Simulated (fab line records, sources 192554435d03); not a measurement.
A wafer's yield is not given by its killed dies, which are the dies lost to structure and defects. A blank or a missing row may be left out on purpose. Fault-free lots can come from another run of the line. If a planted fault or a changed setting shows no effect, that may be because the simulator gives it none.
Which tool is to blame? -- flow n5_finfet -- 26 wafers from 9 lots sampled at 7 of the route's 1938 steps

WHAT EACH GAUGE READ, for each wafer
N5_MOL_CONTACT_COAG_CD_MEAS_84 targets a cd of 25.1 nm.
lot,measured,on,cd_nm (nm)
L445,day 5 04:49,cd_sem-01,25.4 25.5
L452,day 6 21:46,cd_sem-01,24.7 25.0 25.1
L456,day 8 03:52,cd_sem-02,24.5 25.1 24.6
L458,day 8 11:36,cd_sem-03,25.5 25.7 25.5
L459,day 8 19:02,cd_sem-02,25.6 25.2 25.2
L460,day 9 05:43,cd_sem-01,24.6 25.3 25.1
L461,day 9 09:09,cd_sem-03,25.2 24.7 24.7
L462,day 9 13:07,cd_sem-01,25.5 25.3 25.3
L467,day 10 19:25,cd_sem-01,24.9 24.7 24.6

N5_MOL_CONTACT_COAG_INSPECT_57: inspects for defects (brightfield).
lot,measured,on,raw_defect_count
L445,day 5 04:54,defect_inspect-01,163 131
L452,day 6 21:52,defect_inspect-01,167 221 195
L456,day 8 03:56,defect_inspect-02,106 139 118
L458,day 8 11:41,defect_inspect-01,158 158 137
L459,day 8 19:08,defect_inspect-01,303 184 314
L460,day 9 05:48,defect_inspect-02,207 181 115
L461,day 9 09:14,defect_inspect-02,145 171 169
L462,day 9 13:12,defect_inspect-02,168 178 206
L467,day 10 19:31,defect_inspect-01,312 240 132

N5_MOL_CONTACT_COAG_CD_MEAS_137 targets a cd of 16 nm.
lot,measured,on,cd_nm (nm)
L445,day 5 05:46,cd_sem-01,16.5 16.0
L452,day 6 22:43,cd_sem-03,16.1 16.1 16.3
L456,day 8 05:08,cd_sem-02,16.1 15.7 15.2
L458,day 8 12:33,cd_sem-01,16.3 16.1 16.1
L459,day 8 20:06,cd_sem-01,- - -
L460,day 9 06:46,cd_sem-01,- - -
L461,day 9 10:09,cd_sem-03,- - -
L462,day 9 14:40,cd_sem-03,15.9 16.8 16.4
L467,day 10 20:26,cd_sem-01,15.5 16.0 16.3

N5_BEOL_M4_RC_MEAS_101.
lot,measured,on,DIBL_N (mV/V),DIBL_P (mV/V),IOFF_N (nA/um),IOFF_P (nA/um),ION_N (uA/um),ION_P (uA/um),SS_N (mV/dec),SS_P (mV/dec),VT_N (mV),VT_P (mV)
L445,day 12 07:51,prober-01,33.3 34.5,35 36,0.12 0.13,0.19 0.23,655 664,460 464,70.6 70.5,73.0 72.7,254 249,-250 -244
L452,day 12 22:52,prober-02,34.9 36.0 34.8,34 36 33,0.12 0.14 0.12,0.15 0.19 0.15,652 668 645,444 456 439,70.7 71.9 70.9,71.9 73.5 72.9,253 251 254,-255 -255 -257
L456,day 13 09:17,prober-02,34.9 35.4 34.2,35 33 33,0.13 0.13 0.11,0.20 0.17 0.15,682 662 648,472 458 444,71.0 71.3 70.2,73.2 72.0 72.0,253 251 257,-250 -255 -256
L458,day 15 11:49,prober-02,36.9 38.7 39.8,34 37 37,0.16 0.19 0.22,0.20 0.24 0.24,689 693 688,470 472 465,70.9 71.8 71.8,72.9 74.2 73.6,249 243 243,-247 -245 -247
L462,day 15 19:40,prober-02,36.0 34.3 38.8,35 33 39,0.16 0.15 0.24,0.22 0.20 0.29,669 670 688,460 459 464,71.3 71.2 72.0,72.8 72.3 73.4,248 248 243,-247 -248 -247
L467,day 17 10:15,prober-01,37.5 40.1 37.4,39 42 38,0.20 0.24 0.19,0.25 0.29 0.24,683 679 681,463 461 466,72.7 72.7 72.0,73.3 74.2 73.7,246 246 247,-248 -248 -247

WHICH TOOL RAN EACH LOT (tool, then ch and the chambers of the sampled wafers, then the start)
lot,N5_MOL_CONTACT_COAG_CMP_23,N5_MOL_CONTACT_COAG_ETCH_90,N5_MOL_CONTACT_COAG_ETCHBACK_132
L445,"cmp-01 ch 1,3, day 5 01:00","rie_diel-04 ch 0,2, day 5 04:59","rie_diel-03 ch 1,2, day 5 05:16"
L452,"cmp-01 ch 0,2,3, day 6 17:35","rie_diel-04 ch 1,2, day 6 21:57","rie_diel-03 ch 1,2,3, day 6 22:13"
L456,"cmp-03 ch 0,1,3, day 7 23:44","rie_diel-01 ch 0,1,2, day 8 04:19","rie_diel-01 ch 0,1,3, day 8 04:38"
L458,"cmp-01 ch 0,3, day 8 07:48","rie_diel-03 ch 2,3, day 8 11:48","rie_diel-01 ch 1,2,3, day 8 12:04"
L459,"cmp-01 ch 0,1,2, day 8 15:29","rie_diel-01 ch 0,1,3, day 8 19:13","rie_diel-04 ch 0,2,3, day 8 19:36"
L460,"cmp-03 ch 0,2, day 9 01:37","rie_diel-04 ch 0,1,2, day 9 06:01","rie_diel-04 ch 0,2,3, day 9 06:16"
L461,"cmp-01 ch 1,2, day 9 04:02","rie_diel-03 ch 0,1,3, day 9 09:20","rie_diel-01 ch 0,1,2, day 9 09:36"
L462,"cmp-02 ch 1,2,3, day 9 09:28","rie_diel-03 ch 2,3, day 9 13:36","rie_diel-03 ch 0,1, day 9 13:56"
L467,"cmp-01 ch 1,2, day 10 15:44","rie_diel-04 ch 0,1,3, day 10 19:38","rie_diel-03 ch 0,3, day 10 19:54"
- N5_MOL_CONTACT_COAG_CMP_23: polishes, stops on SiO2, t overpolish 1.5 s, target thk 0 nm.
- N5_MOL_CONTACT_COAG_ETCH_90: etches SiARC in CF4, target depth 13 nm, time 21.7 s.
- N5_MOL_CONTACT_COAG_ETCHBACK_132: etches SiO2 in CHF3, target depth 10 nm, time 6.7 s.

AS READ BY THE TOOLS THEMSELVES (means over the sampled wafers that have a number; for cases with no such wafer, the mark the record gives instead)
N5_MOL_CONTACT_COAG_CMP_23.
lot,tool,edge_zone_pressure_frac,motor_current_A (A),overpolish_run_s (s),time_to_endpoint_s (s)
L445,cmp-01,0.996,7.2,1.501,5.7
L452,cmp-01,0.999,8.2,1.506,8.5
L456,cmp-03,0.997,8.2,1.500,7.8
L458,cmp-01,1.002,8.5,1.505,9.9
L459,cmp-01,0.998,7.9,1.503,6.4
L460,cmp-03,0.999,8.7,1.493,7.1
L461,cmp-01,0.996,7.5,1.505,6.4
L462,cmp-02,1.001,8.6,1.498,9.8
L467,cmp-01,0.998,7.3,1.499,9.7

N5_MOL_CONTACT_COAG_ETCH_90.
lot,tool,bias_w (W),cf4_flow_sccm (sccm),drypump_motor_current_A (A),etch_rf_on_time_s (s),oes_product_au (a.u.),rf_vpp_V (V),showerhead_plenum_p_Torr (Torr),throttle_valve_pct (%)
L445,rie_diel-04,35.94,100.0,5.65,21.7,0.60,183.3,2.16,15.86
L452,rie_diel-04,35.99,100.0,5.56,21.6,0.60,184.7,2.16,15.73
L456,rie_diel-01,36.11,100.1,5.63,22.0,0.69,183.9,2.16,15.71
L458,rie_diel-03,35.95,99.6,5.86,22.3,0.64,184.5,2.16,15.62
L459,rie_diel-01,-,-,-,-,-,-,-,-
L460,rie_diel-04,-,-,-,-,-,-,-,-
L461,rie_diel-03,-,-,-,-,-,-,-,-
L462,rie_diel-03,36.03,100.2,5.87,22.5,0.63,184.1,2.16,15.65
L467,rie_diel-04,35.90,99.8,5.67,21.5,0.73,183.9,2.12,15.63

N5_MOL_CONTACT_COAG_ETCHBACK_132.
lot,tool,drypump_motor_current_A (A),oes_product_au (a.u.),rf_vpp_V (V),showerhead_plenum_p_Torr (Torr),throttle_valve_pct (%)
L445,rie_diel-03,5.88,0.78,511,2.39,18.77
L452,rie_diel-03,5.81,0.79,512,2.36,18.76
L456,rie_diel-01,5.71,0.79,534,2.39,18.73
L458,rie_diel-01,5.68,0.75,550,2.41,18.87
L459,rie_diel-04,5.50,0.29,533,2.40,18.76
L460,rie_diel-04,5.49,0.29,534,2.40,18.76
L461,rie_diel-01,5.64,0.30,534,2.40,18.81
L462,rie_diel-03,5.61,0.73,501,2.33,18.80
L467,rie_diel-03,5.59,0.74,509,2.31,18.76

THE ANSWER, worked out from the rows above alone
Rule: usual is defined by the lots themselves. Put in order of their means at a reading, lots are off if they are a third of the lots or fewer, leave a main group of 4 or more, and stand apart from it by a gap of 3 or more times the standard deviation of the main group's means; of several such gaps the widest counts. A main group whose means are all the same, to the digits that the tables above print for the reading, isn't used. Also off: a lot with no number at a reading for which 4 or more lots have one. The other lots that the step has rows for count as sound. The gauges are gone through in route order, then the tools' own readings, and for those a lot's mean is taken as printed above. At the first step where some lot is off, the reading lying furthest off is the one used; lots without a number count as furthest.
Off: L459, L460, L461, at N5_MOL_CONTACT_COAG_CD_MEAS_137 (cd_nm). Without a number there: L459, L460, L461. The main group has a mean of 16.1 nm with a standard deviation of 0.23.
A tool fits if, at a process step before that reading, it ran every lot that is off, and no sound lot after the first of them. Not tried: the gauges at N5_MOL_CONTACT_COAG_CD_MEAS_137; whatever is off there is also off at N5_MOL_CONTACT_COAG_ETCH_90, on other tools, and gauge error can't account for it. None of those tried fits.

WHAT THE SIMULATOR PUT IN
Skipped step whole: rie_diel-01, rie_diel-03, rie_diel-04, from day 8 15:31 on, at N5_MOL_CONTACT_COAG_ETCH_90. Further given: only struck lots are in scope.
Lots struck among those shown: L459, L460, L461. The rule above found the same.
